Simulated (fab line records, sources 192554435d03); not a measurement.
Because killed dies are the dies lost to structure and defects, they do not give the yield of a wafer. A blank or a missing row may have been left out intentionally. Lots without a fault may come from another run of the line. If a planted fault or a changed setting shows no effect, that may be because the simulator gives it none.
Chamber matching || flow n5 finfet || ald hk-02 running N5_MIM_TOP_ALD_00: 4 sister chambers
The step deposits Al2O3, purge time 3 s, co reactant pulse time 3 s. 16 wafers are shown with their chamber, then 8 later ones without.

WAFERS PAIRED WITH THEIR CHAMBERS
{"wafer": "L077.2", "chamber": 0, "precursor pulse height rel": 1.019}
{"wafer": "L077.4", "chamber": 1, "precursor pulse height rel": 0.980}
{"wafer": "L077.6", "chamber": 1, "precursor pulse height rel": 1.026}
{"wafer": "L079.1", "chamber": 2, "precursor pulse height rel": 0.986}
{"wafer": "L079.2", "chamber": 3, "precursor pulse height rel": 1.009}
{"wafer": "L079.4", "chamber": 1, "precursor pulse height rel": 1.003}
{"wafer": "L080.3", "chamber": 1, "precursor pulse height rel": 0.952}
{"wafer": "L080.5", "chamber": 3, "precursor pulse height rel": 0.986}
{"wafer": "L080.6", "chamber": 2, "precursor pulse height rel": 0.952}
{"wafer": "L083.1", "chamber": 3, "precursor pulse height rel": 1.005}
{"wafer": "L083.3", "chamber": 0, "precursor pulse height rel": 0.984}
{"wafer": "L083.5", "chamber": 1, "precursor pulse height rel": 1.000}
{"wafer": "L084.2", "chamber": 0, "precursor pulse height rel": 0.993}
{"wafer": "L084.4", "chamber": 1, "precursor pulse height rel": 1.005}
{"wafer": "L084.6", "chamber": 0, "precursor pulse height rel": 1.023}
{"wafer": "L089.2", "chamber": 3, "precursor pulse height rel": 1.000}

SIGNATURES, as means of the wafers listed above
{"reading": "precursor pulse height rel", "chamber 0": 1.00475, "chamber 1": 0.99433, "chamber 2": 0.96900, "chamber 3": 1.00000, "scatter within a chamber": 0.0208}
Rule: a wafer's distance from a chamber is the root of the sum, over the readings, of the square of ((its reading less the chamber's mean) divided by the reading's scatter). If the next closest chamber is less than 2 further off than the closest, the wafer can't be placed; otherwise it belongs to the closest. The scatter: take each reading less its chamber's mean, square it, sum over the shown wafers, divide by the number of wafers less the number of chambers, and take the root.

WAFERS WITH NO CHAMBER GIVEN
{"wafer": "L089.3", "precursor pulse height rel": 0.979}
{"wafer": "L089.4", "precursor pulse height rel": 0.982}
{"wafer": "L091.2", "precursor pulse height rel": 1.004}
{"wafer": "L091.5", "precursor pulse height rel": 1.018}
{"wafer": "L091.6", "precursor pulse height rel": 1.036}
{"wafer": "L096.1", "precursor pulse height rel": 0.992}
{"wafer": "L096.3", "precursor pulse height rel": 1.010}
{"wafer": "L096.4", "precursor pulse height rel": 1.011}

EACH ONE'S CHAMBER
{"wafer": "L089.3", "from the rows above": "can't be placed: 2 or 1 or 3 or 0", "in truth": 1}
{"wafer": "L089.4", "from the rows above": "can't be placed: 1 or 2 or 3 or 0", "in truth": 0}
{"wafer": "L091.2", "from the rows above": "can't be placed: 0 or 3 or 1 or 2", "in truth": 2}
{"wafer": "L091.5", "from the rows above": "can't be placed: 0 or 3 or 1 or 2", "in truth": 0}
{"wafer": "L091.6", "from the rows above": "can't be placed: 0 or 3 or 1 or 2", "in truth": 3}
{"wafer": "L096.1", "from the rows above": "can't be placed: 1 or 3 or 0 or 2", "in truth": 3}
{"wafer": "L096.3", "from the rows above": "can't be placed: 0 or 3 or 1 or 2", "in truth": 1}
{"wafer": "L096.4", "from the rows above": "can't be placed: 0 or 3 or 1 or 2", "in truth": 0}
Placed correctly: 0 of 8. Not placeable from these rows: 8 (in 8, the candidates include the true chamber). Wrongly placed: 0.
